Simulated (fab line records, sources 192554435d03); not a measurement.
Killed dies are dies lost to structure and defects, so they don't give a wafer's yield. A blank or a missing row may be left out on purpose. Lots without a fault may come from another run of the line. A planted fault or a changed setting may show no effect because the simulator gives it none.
A struck lot beside a sound one | flow n5_finfet | 26 steps out of a route of 1938
Sound: wafers L892.1, L892.4, L892.6. Struck: wafer L899.1. (L899.4, L899.6 of the same lot were not struck and are left out.) The cause comes at the end.
At each step with rows: each side's tool, then ch and its chambers, then its first start. Under that, the readings that differ: sound wafers | struck wafers | difference of the means | sigmas: that difference in standard deviations of wafers without a fault.
alike: readings whose means differ by less than 2 such deviations, and words and numbers that are the same on both sides. not compared: withheld readings, readings that some wafer has no value for, bounds like >300 that may hide the same value, and numbers for which the record gives no deviation and whose values overlap.
The two part at a step that has a row with sigmas, a row that says differs or no value, or rows on one side only. Numbers that don't overlap but have no deviation are shown without sigmas and don't part them. A reading that every wafer of one side lacks parts them only if that side has two wafers or more.

first, 9 steps without rows for these wafers: N5_BEOL_M0_SAQP_COAT_34 (resist thk 30 nm); N5_BEOL_M0_SAQP_EBR_36; N5_BEOL_M0_SAQP_SOFTBAKE_35 (time 60 s); N5_BEOL_M0_SAQP_EXPOSE_37 (exposes mask M0 CUT1, target cd 30 nm); N5_BEOL_M0_SAQP_PEB_38 (peb time 60 s); N5_BEOL_M0_SAQP_DEVELOP_39 (develop time 30 s); N5_BEOL_M0_SAQP_DESCUM_45 (chemistry O2, time 7 s); N5_BEOL_M0_SAQP_ETCH_88 (etches underlayer in N2/H2, target depth 6.5 nm, time 5.2 s); N5_BEOL_M0_SAQP_ETCH_73 (etches SiARC in CF4, target depth 19.5 nm, time 32.5 s).
N5_BEOL_M0_SAQP_CUT_ETCH_46: etches SOC in N2/H2, target depth 135 nm, overetch 27 nm, time 202.5 s.
  sound on rie_diel-02 ch 1,2,3, day 5 20:26; struck on rie_diel-02 ch 0, day 7 11:59
  alike: drypump_motor_current_A, n2_flow_sccm, rf_vpp_V, showerhead_plenum_p_Torr, throttle_valve_pct
  not compared: rf_hours_counter_h
then, 12 steps without rows for these wafers: N5_BEOL_M0_SAQP_STRIP_74 (strips in N2/H2); N5_BEOL_M0_SAQP_STRIP_89 (strips in N2/H2); N5_BEOL_M0_SAQP_ALD_48 (deposits SiO2, target thk 20 nm, pulse time 1 s, co reactant pulse time 1 s); N5_BEOL_M0_SAQP_ETCH_49 (etches SiO2 in CF4/O2, target depth 37 nm); N5_BEOL_M0_SAQP_STRIP_75 (strips in CF4); N5_BEOL_M0_CUTY_COAT_50 (time 60 s, resist thk 15 nm); N5_BEOL_M0_CUTY_COAT_51 (resist thk 150 nm); N5_BEOL_M0_CUTY_EBR_52; N5_BEOL_M0_CUTY_SOFTBAKE_53 (time 60 s); N5_BEOL_M0_CUTY_EXPOSE_54 (exposes mask M0 ABLK); N5_BEOL_M0_CUTY_PEB_55 (peb time 60 s); N5_BEOL_M0_CUTY_DEVELOP_56 (develop time 30 s).
N5_BEOL_M0_CUTY_INSPECT_59: inspects for defects (macro).
  sound on defect_inspect-02, day 5 21:42; struck on defect_inspect-02, day 7 13:16
  reading          | sound | struck | difference | sigmas
  raw_defect_count | 0 4 1 | 8      | +6         | +5
then, 1 step without rows for these wafers: N5_BEOL_M0_CUTY_DESCUM_61 (chemistry O2, time 7.9 s).
N5_BEOL_M4_RC_MEAS_101:
  sound on prober-01 ch 0, day 8 09:14; struck on prober-02 ch 0, day 9 11:20
  alike: DIBL_N, DIBL_P, IOFF_N, IOFF_P, ION_N, ION_P, SS_N, SS_P, VT_N, VT_P
-- the record jumps here: 4 days lie between the struck wafers' starts before and after (it left off in module BEOL_M4 and takes up again in module PASSIVATION, whose first step shown is number 1936 of the route) --
N5_PASSIVATION_PROBE_49:
  sound on prober-02, day 12 17:41; struck on prober-01, day 13 18:16
  alike: defect_limited_yield, killed_at_M0_to_M3, killed_at_M4_up, killed_at_contacts, killed_at_front_end, killed_at_other, killed_dies, killed_open, killed_short, sort_bin_5_function, sort_bin_6_memory, sort_n_pass, sort_yield_pct

WHERE THEY PART
Only at N5_BEOL_M0_CUTY_INSPECT_59, within this record. Later steps at which nothing parts them and some readings are alike: N5_BEOL_M4_RC_MEAS_101, N5_PASSIVATION_PROBE_49.

WHY: what the simulator had put in
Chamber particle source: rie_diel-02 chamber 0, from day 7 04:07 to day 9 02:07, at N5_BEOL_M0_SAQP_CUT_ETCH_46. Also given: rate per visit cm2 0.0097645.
